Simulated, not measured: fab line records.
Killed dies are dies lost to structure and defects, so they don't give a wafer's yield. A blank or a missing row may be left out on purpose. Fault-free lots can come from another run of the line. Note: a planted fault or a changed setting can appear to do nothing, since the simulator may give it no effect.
Check of tool commonality    flow nand harc    Sample size 10 lots and 30 wafers

== REASON IT WAS OPENED ==
On 2 of the 10 lots, a flag is raised at NHARC_A_BLC_CD_MEAS_10 on the reading cd nm. Wafers without a fault read 100.0 nm, standard deviation 0.53.
Rule: a lot gets a flag if all its wafers with a number sit over 4 standard deviations from that mean, or if no wafer of it has a number. The other lots count as sound.

lot   measured      on         cd nm (nm), wafer by wafer  flag
L610  day 22 15:31  cd sem-01  99.9 100.3 99.9             
L621  day 26 10:53  cd sem-03  39.2 38.9 39.8              FLAGGED
L622  day 27 13:17  cd sem-03  39.6 40.4 40.1              FLAGGED
L625  day 29 03:31  cd sem-03  101.0 100.6 100.8           
L626  day 29 05:42  cd sem-02  100.0 99.8 100.1            
L628  day 30 07:43  cd sem-01  100.5 101.3 100.1           
L631  day 31 14:46  cd sem-03  100.0 99.7 99.3             
L630  day 31 16:19  cd sem-03  99.8 99.9 99.9              
L633  day 32 11:32  cd sem-02  100.0 100.1 99.9            
L632  day 32 12:17  cd sem-01  99.9 100.0 100.5            
Averaged over the flagged lots the numbers come to 39.7 nm, -60.3 nm from the usual (-99 or more standard deviations).

== WHICH TOOL EACH LOT WENT THROUGH ==
The record holds 3 process steps before the reading, out of a route of 1302 steps. Every cell lists first the tool, next ch and the chambers used by the sampled wafers, and last the start.
lot   flag     NHARC_A_CONTACT_ETCH_31                        NHARC_A_CONTACT_ETCH_110            NHARC_A_BLC_PEB_08
L610           rie diel-07 ch 0,1,2, day 22 12:03 or earlier  rie diel-04 ch 0,1,3, day 22 12:03  litho track-04 ch 0, day 22 15:26
L621  FLAGGED  rie diel-09 ch 1,3, day 26 08:22 or earlier    rie diel-07 ch 1,3, day 26 08:22    litho track-04 ch 0, day 26 10:48
L622  FLAGGED  rie diel-04 ch 0,1,2, day 27 10:22 or earlier  rie diel-04 ch 1,2,3, day 27 10:22  litho track-04 ch 0, day 27 13:12
L625           rie diel-09 ch 0,1,2, day 29 00:49 or earlier  rie diel-09 ch 0,1, day 29 00:49    litho track-06 ch 0, day 29 03:25
L626           rie diel-04 ch 0,1,2, day 29 03:02 or earlier  rie diel-07 ch 0,2, day 29 03:02    litho track-06 ch 0, day 29 05:37
L628           rie diel-09 ch 1,2, day 30 05:01 or earlier    rie diel-09 ch 2,3, day 30 05:01    litho track-01 ch 0, day 30 07:38
L631           rie diel-09 ch 0,3, day 31 12:03 or earlier    rie diel-07 ch 0,1,2, day 31 12:03  litho track-01 ch 0, day 31 14:41
L630           rie diel-04 ch 0,1,2, day 31 13:31 or earlier  rie diel-04 ch 0,1,2, day 31 13:31  litho track-04 ch 0, day 31 16:14
L633           rie diel-07 ch 0,1, day 32 08:53 or earlier    rie diel-07 ch 1,2,3, day 32 08:53  litho track-06 ch 0, day 32 11:27
L632           rie diel-09 ch 0,1,2, day 32 09:35 or earlier  rie diel-07 ch 0,2, day 32 09:35    litho track-04 ch 0, day 32 12:13
These steps, and what they do:
- NHARC_A_CONTACT_ETCH_31: etches the open film in O2/COS, target depth 2800 nm, time 728 s.
- NHARC_A_CONTACT_ETCH_110: etches the open film in CF4/O2, target depth 60 nm, overetch 6 nm, time 33 s.
- NHARC_A_BLC_PEB_08: peb time 65 s.
- NHARC_A_BLC_CD_MEAS_10: target cd 100 nm.

== FLAGGED OVER TOTAL, TOOL BY TOOL (the gauges that took the reading come last) ==
step                      tool            lots run  flagged  share of the flagged lots  sound lots run after its first flagged lot
NHARC_A_CONTACT_ETCH_31   rie diel-04     3         1        some                       2 (L626,L630)
NHARC_A_CONTACT_ETCH_31   rie diel-07     2         0        none                       -
NHARC_A_CONTACT_ETCH_31   rie diel-09     5         1        some                       4 (L625,L628,L631,L632)
NHARC_A_CONTACT_ETCH_110  rie diel-04     3         1        some                       1 (L630)
NHARC_A_CONTACT_ETCH_110  rie diel-07     5         1        some                       4 (L626,L631,L633,L632)
NHARC_A_CONTACT_ETCH_110  rie diel-09     2         0        none                       -
NHARC_A_BLC_PEB_08        litho track-01  2         0        none                       -
NHARC_A_BLC_PEB_08        litho track-04  5         2        all                        2 (L630,L632)
NHARC_A_BLC_PEB_08        litho track-06  3         0        none                       -
NHARC_A_BLC_CD_MEAS_10    cd sem-01       3         0        none                       -
NHARC_A_BLC_CD_MEAS_10    cd sem-02       2         0        none                       -
NHARC_A_BLC_CD_MEAS_10    cd sem-03       5         2        all                        3 (L625,L631,L630)
Because NHARC_A_CONTACT_ETCH_31 lacks a start for some lots, the hours and order of its lots are taken from NHARC_A_CONTACT_ETCH_110.

== WHAT THE TABLE PERMITS ==
Rows of the table that ran all the flagged lots, 2 in number: litho track-04 at NHARC_A_BLC_PEB_08; cd sem-03 at NHARC_A_BLC_CD_MEAS_10.
- litho track-04 at NHARC_A_BLC_PEB_08: 2 of its 5 lots flagged. Sound lots ran on it after the first flagged one (L630, L632), which a lasting fault on the whole tool wouldn't allow. Its own readings (heater power total W, plate temp C) fall more than 4 standard deviations out on all wafers of the flagged lots.
- cd sem-03 at NHARC_A_BLC_CD_MEAS_10: 2 of its 5 lots flagged. Sound lots ran on it after the first flagged one (L625, L631, L630), which a lasting fault on the whole tool wouldn't allow.
There is no row in the table that ran each flagged lot and no sound lot after the first.

== WHAT THE SIMULATOR HAD PUT IN ==
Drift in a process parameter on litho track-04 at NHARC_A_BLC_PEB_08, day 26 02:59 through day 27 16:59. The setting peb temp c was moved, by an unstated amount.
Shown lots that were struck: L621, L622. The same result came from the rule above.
